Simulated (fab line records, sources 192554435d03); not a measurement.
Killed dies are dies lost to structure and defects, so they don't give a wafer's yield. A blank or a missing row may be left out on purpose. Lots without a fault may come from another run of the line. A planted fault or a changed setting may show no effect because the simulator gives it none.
Split-lot experiment | flow n5_finfet | 7 lots, 21 wafers read, on a route of 1938 steps

THE SPLIT
At N5_BEOL_M2_ETCH_69 (etches SiARC in CF4, target depth 15.6 nm, time 26 s), the setting bias_w was moved away from the recipe's 36 W on 4 of the 21 wafers read, by -13.7% to +10.4%. The other wafers ran this setting at the recipe's value.

The reading is taken at the split's own step.

THE READING
rf_vpp_V, in V, at N5_BEOL_M2_ETCH_69 (etches SiARC in CF4, target depth 15.6 nm, time 26 s). Fault-free wafers of this fab line usually give 184.6 V, standard deviation 1 V.

wafer  | tool, chamber at the split | bias_w as run, W | against the recipe | rf_vpp_V, V | against lot-mates on the recipe
L074.2 | rie_diel-01, 3             | 36               | recipe             | 185.8       | -
L074.3 | rie_diel-01, 2             | 39.76            | +10.4%             | 196.5       | +11.8
L074.6 | rie_diel-01, 3             | 36               | recipe             | 183.5       | -
L081.3 | rie_diel-04, 2             | 36               | recipe             | 185.0       | -
L081.4 | rie_diel-04, 0             | 36               | recipe             | 185.6       | -
L081.6 | rie_diel-04, 2             | 36               | recipe             | 185.2       | -
L084.1 | rie_diel-01, 2             | 36               | recipe             | 183.7       | -
L084.3 | rie_diel-01, 3             | 36               | recipe             | 183.9       | -
L084.4 | rie_diel-01, 0             | 33.53            | -6.9%              | 175.8       | -8.0
L087.1 | rie_diel-01, 3             | 36               | recipe             | 184.8       | -
L087.2 | rie_diel-01, 2             | 36               | recipe             | 184.4       | -
L087.5 | rie_diel-01, 0             | 31.07            | -13.7%             | 168.7       | -15.9
L090.2 | rie_diel-06, 3             | 36               | recipe             | 185.5       | -
L090.5 | rie_diel-06, 3             | 36               | recipe             | 184.8       | -
L090.6 | rie_diel-06, 2             | 36               | recipe             | 185.9       | -
L091.1 | rie_diel-04, 1             | 36               | recipe             | 185.2       | -
L091.3 | rie_diel-04, 2             | 33.85            | -6.0%              | 176.5       | -8.6
L091.6 | rie_diel-04, 3             | 36               | recipe             | 184.9       | -
L093.2 | rie_diel-01, 1             | 36               | recipe             | 183.0       | -
L093.3 | rie_diel-01, 0             | 36               | recipe             | 184.8       | -
L093.4 | rie_diel-01, 3             | 36               | recipe             | 182.9       | -

THE FIT
A straight line over all 21 wafers: rf_vpp_V changes by +1.19 V for each +1% of bias_w; r = +0.99; the points scatter about the line by 0.91 V.
The same after taking each lot's own level away (the mean of its wafers on the recipe; 21 wafers): +1.18 V for each +1%; r = +0.99; scatter 0.66 V.
On that fit, the largest move of bias_w shifts the reading by 16 V.
The lots' own levels span 183.57 to 185.40 V, that is 1.8 times the standard deviation above.
So the lot-to-lot level changes the slope little: the two slopes agree.
Check: with one of the wafers moved furthest among these (-13.7%) left out of the fit, the line predicts -16.5 V for it against its lot-mates. It came out at -15.9 V against them.
Tool readings at the split's step, against how far the setting was moved: etch_rf_on_time_s r = -0.85; rf_vpp_V r = +0.99.

OTHER SPLITS ON THESE WAFERS
These wafers also went through other splits before the reading. Each is held against what the fit with the lots' levels taken away leaves over:
other split on the same wafers    | wafers away from the commonest value | r with rf_vpp_V (lot level and that fit taken away)
N5_BEOL_M0_SAQP_EXPOSE_37 dose_mj | 9                                    | +0.03
N5_BEOL_M0_SAQP_ETCH_88 source_w  | 7                                    | +0.11
N5_BEOL_M0_ETCH_138 source_w      | 3                                    | +0.03
N5_BEOL_M1_EXPOSE_08 dose_mj      | 7                                    | -0.23
N5_BEOL_M1_ETCH_64 source_w       | 7                                    | +0.19

THE WHOLE CHAIN: every reading that the file lists as answering this split, in the file's order
step               | what it does                                         | reading           | change (the file's fit)              | r (the file's)
N5_BEOL_M2_ETCH_69 | etches SiARC in CF4, target depth 15.6 nm, time 26 s | etch_rf_on_time_s | withheld for each +1% of the setting | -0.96
N5_BEOL_M2_ETCH_69 | etches SiARC in CF4, target depth 15.6 nm, time 26 s | rf_vpp_V          | +1.18 V for each +1% of the setting  | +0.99

THE FILE'S OWN FIT
rf_vpp_V changes by +1.18 V for each +1% of bias_w, r = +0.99.
